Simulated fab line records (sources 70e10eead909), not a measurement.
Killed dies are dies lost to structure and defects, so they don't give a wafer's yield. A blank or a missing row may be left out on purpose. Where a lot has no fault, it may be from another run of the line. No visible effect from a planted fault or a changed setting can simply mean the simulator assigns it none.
Which of the tools did it?	flow nand harc	13 lots with 39 wafers sampled at 6 steps, on a route of 1302 steps

== WHAT THE GAUGES READ, wafer by wafer ==
NHARC_A_ONON_D1_THK_MEAS_24: measures by ellipsometry.
lot	measured	on	thk nm (nm)
L525	day 8 19:52	film metro-02	1013 1014 1014
L526	day 8 19:53	film metro-01	1028 1027 1025
L528	day 9 23:13	film metro-01	1000 1003 1004
L531	day 11 06:04	film metro-02	999 1001 1001
L534	day 12 15:07	film metro-01	1006 1308 1005
L539	day 14 12:04	film metro-01	983 980 979
L541	day 15 18:30	film metro-01	997 999 998
L542	day 15 18:30	film metro-02	993 995 993
L543	day 16 11:40	film metro-01	997 1000 999
L544	day 16 11:40	film metro-02	990 991 990
L545	day 17 03:09	film metro-01	1003 1001 1001
L546	day 17 10:12	film metro-01	994 994 993
L547	day 18 02:05	film metro-01	1003 1003 1002

NHARC_A_CHANNEL_HOLE_D1_INSPECT_12.
lot	measured	on	raw defect count
L525	day 9 07:13	defect inspect-02	8 5 5
L526	day 9 06:58	defect inspect-02	3 7 4
L528	day 10 03:44	defect inspect-01	7 5 7
L531	day 11 17:31	defect inspect-01	5 4 5
L534	day 12 19:37	defect inspect-02	10 2
L539	day 14 18:25	defect inspect-02	6 7 12
L541	day 15 23:05	defect inspect-02	14 8 6
L542	day 15 23:34	defect inspect-01	5 6 2
L543	day 16 18:43	defect inspect-02	14 3 9
L544	day 16 17:51	defect inspect-02	2 8 1
L545	day 17 07:47	defect inspect-02	9 4 7
L546	day 17 15:53	defect inspect-02	5 2 3
L547	day 18 06:28	defect inspect-02	8 7 2

NHARC_END_SORT_01.
lot	measured	on	killed at array	killed at other	killed at periphery	killed dies	killed open	killed short
L534	day 29 03:04	prober-02	45 671 42	0 1 0	3 5 5	48 677 47	4 5 2	1 2 2

== TOOL THAT RAN EACH LOT (tool first, then ch and the chambers of the sampled wafers, then the start) ==
lot	NHARC_P_BONDPAD_ACTIVATE_29	NHARC_A_ZERO_WELL_RTA_16	NHARC_A_ONON_D1_DEP_22
L525	rie diel-05 ch 1,2, day 7 08:40	rtp anneal-02 ch 0, day 7 11:28	pecvd onon-03 ch 0, day 8 19:25
L526	rie diel-04 ch 0,1,2, day 7 10:22	rtp anneal-02 ch 0, day 7 12:53	pecvd onon-01 ch 0, day 8 19:22
L528	rie diel-06 ch 1,2,3, day 8 11:11	rtp anneal-01 ch 0, day 8 13:35	pecvd onon-03 ch 0, day 9 22:46
L531	rie diel-04 ch 0,2, day 9 15:25	rtp anneal-01 ch 0, day 9 18:00	pecvd onon-01 ch 0, day 11 05:40
L534	rie diel-06 ch 0,1, day 11 04:27	rtp anneal-02 ch 0, day 11 06:51	pecvd onon-02 ch 0, day 12 14:36
L539	rie diel-06 ch 1,3, day 12 21:38	rtp anneal-01 ch 0, day 13 00:08	pecvd onon-03 ch 0, day 14 11:34
L541	rie diel-04 ch 0,1, day 14 01:36	rtp anneal-01 ch 0, day 14 04:03	pecvd onon-01 ch 0, day 15 18:03
L542	rie diel-04 ch 1,3, day 14 07:12	rtp anneal-02 ch 0, day 14 10:07	pecvd onon-02 ch 0, day 15 18:02
L543	rie diel-04 ch 1,2,3, day 14 22:25	rtp anneal-01 ch 0, day 15 00:58	pecvd onon-01 ch 0, day 16 11:13
L544	rie diel-04 ch 0,2,3, day 15 03:23	rtp anneal-02 ch 0, day 15 05:56	pecvd onon-03 ch 0, day 16 11:13
L545	rie diel-04 ch 0,1,2, day 15 13:29	rtp anneal-02 ch 0, day 15 15:56	pecvd onon-02 ch 0, day 17 02:45
L546	rie diel-06 ch 0,1,2, day 15 21:44	rtp anneal-01 ch 0, day 16 00:14	pecvd onon-03 ch 0, day 17 09:41
L547	rie diel-04 ch 0,3, day 16 11:11	rtp anneal-02 ch 0, day 16 13:54	pecvd onon-02 ch 0, day 18 01:35
- NHARC_P_BONDPAD_ACTIVATE_29: chemistry N2, time 60 s.
- NHARC_A_ZERO_WELL_RTA_16: time 10 s.
- NHARC_A_ONON_D1_DEP_22: target thk 1000 nm.

== AS READ BY THE TOOLS THEMSELVES (means over the sampled wafers that have a number; for cases with no such wafer, the mark the record gives instead) ==
NHARC_P_BONDPAD_ACTIVATE_29.
lot	tool	drypump motor current A (A)	oes product au (a.u.)	rf vpp V (V)	showerhead plenum p Torr (Torr)
L525	rie diel-05	5.9	1.014	64.4	1.83
L526	rie diel-04	5.3	1.003	64.2	1.83
L528	rie diel-06	5.3	0.992	64.6	1.81
L531	rie diel-04	5.1	0.988	64.4	1.79
L534	rie diel-06	5.1	0.983	65.8	1.82
L539	rie diel-06	5.3	0.985	65.2	1.85
L541	rie diel-04	5.0	0.987	64.3	1.82
L542	rie diel-04	5.5	0.990	64.4	1.80
L543	rie diel-04	5.5	0.995	64.3	1.82
L544	rie diel-04	5.3	0.996	64.6	1.78
L545	rie diel-04	5.2	0.988	64.5	1.83
L546	rie diel-06	5.2	1.008	64.9	1.78
L547	rie diel-04	5.1	0.995	64.3	1.77

NHARC_A_ZERO_WELL_RTA_16.
lot	tool	lamp power pct (%)	wafer_temp_C_max
L525	rtp anneal-02	29.9	1004.7
L526	rtp anneal-02	29.9	1005.2
L528	rtp anneal-01	31.7	1005.8
L531	rtp anneal-01	31.7	1005.2
L534	rtp anneal-02	29.9	1004.6
L539	rtp anneal-01	31.6	1005.8
L541	rtp anneal-01	31.7	1005.1
L542	rtp anneal-02	29.9	1005.8
L543	rtp anneal-01	31.6	1005.6
L544	rtp anneal-02	29.9	1004.7
L545	rtp anneal-02	29.9	1005.1
L546	rtp anneal-01	31.7	1006.8
L547	rtp anneal-02	29.9	1004.4

== THE ANSWER, worked out from the rows above alone ==
Rule: what is usual is taken from the lots themselves. Put in order of their means at a reading, lots are off if they are a third of the lots or fewer, leave a main group of 4 or more, and stand apart from it by a gap of 3 or more times the standard deviation of the main group's means; of several such gaps the widest counts. A main group is skipped when, at the precision printed for the reading in the tables above, its means are all equal. Also off: a lot with no number at a reading for which 4 or more lots have one. The other lots that the step has rows for count as sound. Order of review: gauges by route order, followed by the tools' own readings, for which a lot's mean as printed above is used. The first step at which some lot is off is used, and at that step the reading that is off furthest; a lot without a number counts as furthest.
Off at NHARC_A_ONON_D1_THK_MEAS_24 (thk nm): L534. Mean 1000 nm and standard deviation 11 in the main group.
If a tool, at a process step before that reading, ran all the lots that are off and no sound lot after the first of them, it fits. Gauges at NHARC_A_ONON_D1_THK_MEAS_24: tried the same way as those tools. Not one of the candidates tried fits.

== WHAT WAS PUT IN BY THE SIMULATOR ==
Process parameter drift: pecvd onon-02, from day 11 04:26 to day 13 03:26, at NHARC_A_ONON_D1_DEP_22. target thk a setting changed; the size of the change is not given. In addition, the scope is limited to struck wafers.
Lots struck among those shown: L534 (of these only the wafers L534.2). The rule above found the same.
